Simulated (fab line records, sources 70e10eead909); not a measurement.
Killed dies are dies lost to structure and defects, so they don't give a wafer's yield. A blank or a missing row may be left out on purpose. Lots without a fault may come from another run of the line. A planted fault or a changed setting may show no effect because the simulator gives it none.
A struck lot beside a sound one | flow nand_harc | 39 steps out of a route of 1159
Sound: wafers L510.2, L510.5, L510.6. Struck: wafers L523.1, L523.4, L523.6. The cause comes at the end.
At each step with rows: each side's tool, then ch and its chambers, then its first start. Under that, the readings that differ: sound wafers | struck wafers | difference of the means | sigmas: that difference in standard deviations of wafers without a fault.
alike: readings whose means differ by less than 2 such deviations, and words and numbers that are the same on both sides. not compared: withheld readings, readings that some wafer has no value for, bounds like >300 that may hide the same value, and numbers for which the record gives no deviation and whose values overlap.
The two part at a step that has a row with sigmas, a row that says differs or no value, or rows on one side only. Numbers that don't overlap but have no deviation are shown without sigmas and don't part them. A reading that every wafer of one side lacks parts them only if that side has two wafers or more.

first, 11 steps without rows for these wafers: NHARC_A_STAIRCASE_DEHYDRATE_302 (time 120 s); NHARC_A_STAIRCASE_HMDS_303 (time 30 s); NHARC_A_STAIRCASE_COAT_304; NHARC_A_STAIRCASE_SOFTBAKE_305 (time 170 s); NHARC_A_STAIRCASE_EBR_306; NHARC_A_STAIRCASE_EXPOSE_307 (exposes mask CHOP 50); NHARC_A_STAIRCASE_PEB_308 (peb time 130 s); NHARC_A_STAIRCASE_DEVELOP_309 (time 140 s); NHARC_A_STAIRCASE_HARDBAKE_311 (time 140 s); NHARC_A_STAIRCASE_DESCUM_312 (chemistry O2, time 3 s); NHARC_A_STAIRCASE_ETCH_313 (etches the open film in CF4/CHF3).
NHARC_A_STAIRCASE_HM_OPEN_463: chemistry O2/COS.
  sound on rie_diel-13 ch 0,1,3, day 11 10:52; struck on rie_diel-13 ch 0,1,2, day 14 22:25
  alike: drypump_motor_current_A, oes_product_au, rf_vpp_V, showerhead_plenum_p_Torr, throttle_valve_pct
  not compared: rf_hours_counter_h
then, 1 step without rows for these wafers: NHARC_A_STAIRCASE_STRIP_464 (strips in O2/COS).
NHARC_A_STAIRCASE_ETCH_453: etches the open film in CF4/O2, target depth 30 nm, overetch 3 nm, time 16.5 s.
  sound on rie_diel-13 ch 0,3; struck on rie_diel-13 ch 0,2,3
  alike: drypump_motor_current_A, oes_product_au, rf_vpp_V, showerhead_plenum_p_Torr, throttle_valve_pct
  not compared: rf_hours_counter_h
then, 5 steps without rows for these wafers: NHARC_A_STAIRCASE_ETCH_315 (etches the open film in C4F8/O2/Ar, target depth 2500 nm, time 607.1 s); NHARC_A_STAIRCASE_STRIP_316 (strips in O2); NHARC_A_STAIRCASE_STRIP_317 (strips in SPM, time 900 s); NHARC_A_STAIRCASE_PRECLEAN_318 (cleans in SC1); NHARC_A_STAIRCASE_SRD_329.
NHARC_A_STAIRCASE_ALD_415: deposits SiO2, target thk 30 nm, pulse time 6 s, ald cycles 300.
  sound on ald_hk-02 ch 0,1, day 11 12:28; struck on ald_hk-02 ch 0,3, day 15 01:44
  reading                    | sound             | struck            | difference | sigmas
  precursor_pulse_height_rel | 1.051 1.017 1.041 | 0.969 0.996 1.014 | -0.043     | -2
  alike: heater_power_w
then, 1 step without rows for these wafers: NHARC_A_STAIRCASE_ETCHBACK_416 (etches the open film in C4F8/O2/Ar, target depth 36 nm, time 7.2 s).
NHARC_A_STAIRCASE_STRIP_476: strips in O2, time 20 s.
  sound on rie_diel-13 ch 0,3, day 11 14:37; struck on rie_diel-02 ch 1,2, day 15 03:56
  alike: drypump_motor_current_A, oes_product_au, rf_vpp_V, showerhead_plenum_p_Torr, throttle_valve_pct
  not compared: rf_hours_counter_h
then, 8 steps without rows for these wafers: NHARC_A_STAIRCASE_DEP_417 (deposits Si3N4, target thk 60 nm); NHARC_A_STAIRCASE_WET_418 (chemistry H3PO4, target depth 20 nm); NHARC_A_STAIRCASE_PRECLEAN_419 (cleans in SC1); NHARC_A_STAIRCASE_SRD_421; NHARC_A_STAIRCASE_ALD_420 (deposits SiO2, target thk 20 nm, pulse time 6 s, ald cycles 200); NHARC_A_STAIRCASE_CVD_552 (deposits SiNx, target thk 40 nm); NHARC_A_STAIRCASE_DEP_151 (deposits SiO2, target thk 3800 nm); NHARC_A_STAIRCASE_ANNEAL_320 (time 1800 s).
NHARC_A_STAIRCASE_DEP_322: deposits SiO2, target thk 3800 nm.
  sound on pecvd-04 ch 0,1,2, day 12 09:49; struck on pecvd-04 ch 1,2, day 15 20:49
  alike: heater_power_w
then, 1 step without rows for these wafers: NHARC_A_STAIRCASE_ANNEAL_323 (time 1800 s).
NHARC_A_STAIRCASE_DEP_325: deposits SiO2, target thk 3800 nm.
  sound on pecvd-04 ch 1,2, day 12 16:58; struck on pecvd-01 ch 1,2, day 16 03:58
  alike: heater_power_w
then, 4 steps without rows for these wafers: NHARC_A_STAIRCASE_ANNEAL_326 (time 1800 s); NHARC_A_STAIRCASE_DEHYDRATE_433 (time 120 s); NHARC_A_STAIRCASE_HMDS_434 (time 30 s); NHARC_A_STAIRCASE_COAT_435.
NHARC_A_SGD_CUT_DESCUM_14: chemistry O2, time 3 s.
  sound on rie_diel-07 ch 0,3, day 13 07:44; struck on rie_diel-10 ch 0,1,2, day 17 04:29
  reading | sound | struck                                                                     | difference                   | sigmas
  hold    | - - - | await_dispo/9.8h/release await_dispo/9.8h/release await_dispo/9.8h/release | no value on the sound wafers |
  alike: drypump_motor_current_A, oes_product_au, rf_vpp_V, showerhead_plenum_p_Torr, throttle_valve_pct
  not compared: rf_hours_counter_h
-- the record jumps here: 6 days lie between the struck wafers' starts before and after (it left off in module A_SGD_CUT and takes up again in module END, whose first step shown is number 1159 of the route) --
NHARC_END_SORT_01:
  sound on prober-02 ch 0, day 19 17:46; struck on prober-02 ch 0, day 23 06:17
  reading         | sound    | struck     | difference | sigmas
  killed_at_array | 34 32 24 | 111 89 107 | +72        | +7
  killed_dies     | 35 36 26 | 113 91 108 | +72        | +6
  alike: killed_at_other, killed_at_periphery, killed_open, killed_short

WHERE THEY PART
First at NHARC_A_STAIRCASE_ALD_415; last, within this record, at NHARC_END_SORT_01.

WHY: what the simulator had put in
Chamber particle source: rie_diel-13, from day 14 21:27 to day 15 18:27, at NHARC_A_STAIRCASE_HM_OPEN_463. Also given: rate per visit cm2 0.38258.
